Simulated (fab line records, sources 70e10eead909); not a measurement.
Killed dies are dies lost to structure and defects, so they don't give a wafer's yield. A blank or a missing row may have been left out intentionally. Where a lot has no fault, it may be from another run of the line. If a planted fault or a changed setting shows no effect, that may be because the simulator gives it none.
Matching of chambers :: flow nand harc :: NHARC_A_M0_DEP_32 on pecvd-02 has 3 sister chambers
The step deposits SiCN, target thk 30 nm. 6 wafers are shown with their chamber, then 11 later ones without.

WAFERS WITH THEIR CHAMBER
wafer: L082.4
chamber: 2
heater power w (W): 580

wafer: L086.5
chamber: 0
heater power w (W): 648

wafer: L089.1
chamber: 2
heater power w (W): 569

wafer: L089.2
chamber: 1
heater power w (W): 466

wafer: L089.3
chamber: 0
heater power w (W): 612

wafer: L092.1
chamber: 1
heater power w (W): 431

WAFERS WHOSE CHAMBER IS MISSING
wafer: L092.2
heater power w (W): 500

wafer: L092.4
heater power w (W): 510

wafer: L094.1
heater power w (W): 587

wafer: L094.4
heater power w (W): 470

wafer: L094.5
heater power w (W): 558

wafer: L095.1
heater power w (W): 462

wafer: L095.3
heater power w (W): 480

wafer: L095.4
heater power w (W): 684

wafer: L097.1
heater power w (W): 486

wafer: L097.5
heater power w (W): 685

wafer: L097.6
heater power w (W): 591

WHICH CHAMBER EACH WENT THROUGH
wafer: L092.2
from the rows above: can't be placed: 1 or 2
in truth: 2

wafer: L092.4
from the rows above: can't be placed: 1 or 2
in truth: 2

wafer: L094.1
from the rows above: can't be placed: 2 or 0
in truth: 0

wafer: L094.4
from the rows above: 1
in truth: 1

wafer: L094.5
from the rows above: 2
in truth: 2

wafer: L095.1
from the rows above: 1
in truth: 1

wafer: L095.3
from the rows above: 1
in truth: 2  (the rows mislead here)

wafer: L095.4
from the rows above: 0
in truth: 0

wafer: L097.1
from the rows above: 1
in truth: 1

wafer: L097.5
from the rows above: 0
in truth: 0

wafer: L097.6
from the rows above: can't be placed: 2 or 0
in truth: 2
Correctly placed: 6 of 11. Unplaceable from these rows: 4, with the true chamber sitting among the candidates in 4. Number placed wrongly: 1.
How it was worked out, from the rows above alone: a wafer's distance from a chamber is the root of the sum, over the readings, of the square of ((its reading less the chamber's mean) divided by the reading's scatter). If the next closest chamber is less than 2 further off than the closest, the wafer can't be placed; otherwise it belongs to the closest. A chamber's mean is the mean of its shown wafers. The scatter: the root of (the sum of the squares of (reading less its chamber's mean) over the shown wafers, divided by (wafers less chambers)).
